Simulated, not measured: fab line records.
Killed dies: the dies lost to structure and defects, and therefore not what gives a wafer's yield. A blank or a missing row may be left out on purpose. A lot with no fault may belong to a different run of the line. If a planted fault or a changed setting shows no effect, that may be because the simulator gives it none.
One fault seen from 2 desks + flow nand harc + each desk has only its own numbers; what lay behind them comes last

== THE DEFECT DESK ==
For each lot, the counts of the inspections along the route, averaged over the sampled wafers that have a number. If a lot's mean is further than 4 standard deviations from the usual mean, the lot is out of limits and carries the mark OUT (the distance appears in the brackets).
Columns: A = raw defect count at NHARC_P_M0_INSPECT_27, usual 283
| lot  | first seen here | A   |
|------|-----------------|-----|
| L558 | day 6 05:13     | 239 |
| L561 | day 7 08:04     | 296 |
| L568 | day 10 12:56    | 448 |
| L569 | day 10 23:46    | 274 |
| L570 | day 11 11:18    | 202 |
| L573 | day 12 08:51    | 485 |
| L576 | day 13 11:35    | 266 |
| L575 | day 13 12:12    | 254 |
| L577 | day 14 03:32    | 270 |
| L578 | day 14 10:08    | 256 |
| L579 | day 15 01:44    | 306 |
| L580 | day 15 16:31    | 224 |
| L581 | day 16 00:44    | 235 |
Finding of this desk: none of the 13 lots has anything out of limits.

== THE METROLOGY DESK ==
Means of the sampled wafers that have a number, per lot and without regard to the tool the lot ran on: this is what the gauges read. If a lot's mean is further than 4 standard deviations from the usual mean, the lot is out of limits and carries the mark OUT (the distance appears in the brackets).
Columns: A = cd nm at NHARC_P_M0_CD_MEAS_16, usual 90.0 nm
| lot  | first seen here | A    |
|------|-----------------|------|
| L558 | day 6 02:58     | 90.0 |
| L561 | day 7 05:53     | 89.4 |
| L568 | day 10 10:46    | 89.4 |
| L569 | day 10 21:35    | 89.9 |
| L570 | day 11 09:08    | 89.9 |
| L573 | day 12 06:41    | 89.5 |
| L576 | day 13 09:23    | 90.6 |
| L575 | day 13 09:55    | 91.0 |
| L577 | day 14 01:07    | 90.0 |
| L578 | day 14 07:56    | 89.2 |
| L579 | day 14 23:33    | 90.6 |
| L580 | day 15 14:20    | 89.3 |
| L581 | day 15 22:35    | 89.2 |
Finding of this desk: none of the 13 lots has anything out of limits.

== ALL TOGETHER ==
Nothing the defect desk looked at was out of limits.
Metrology desk: nothing out of limits seen.

== WHAT THE SIMULATOR HAD PUT IN ==
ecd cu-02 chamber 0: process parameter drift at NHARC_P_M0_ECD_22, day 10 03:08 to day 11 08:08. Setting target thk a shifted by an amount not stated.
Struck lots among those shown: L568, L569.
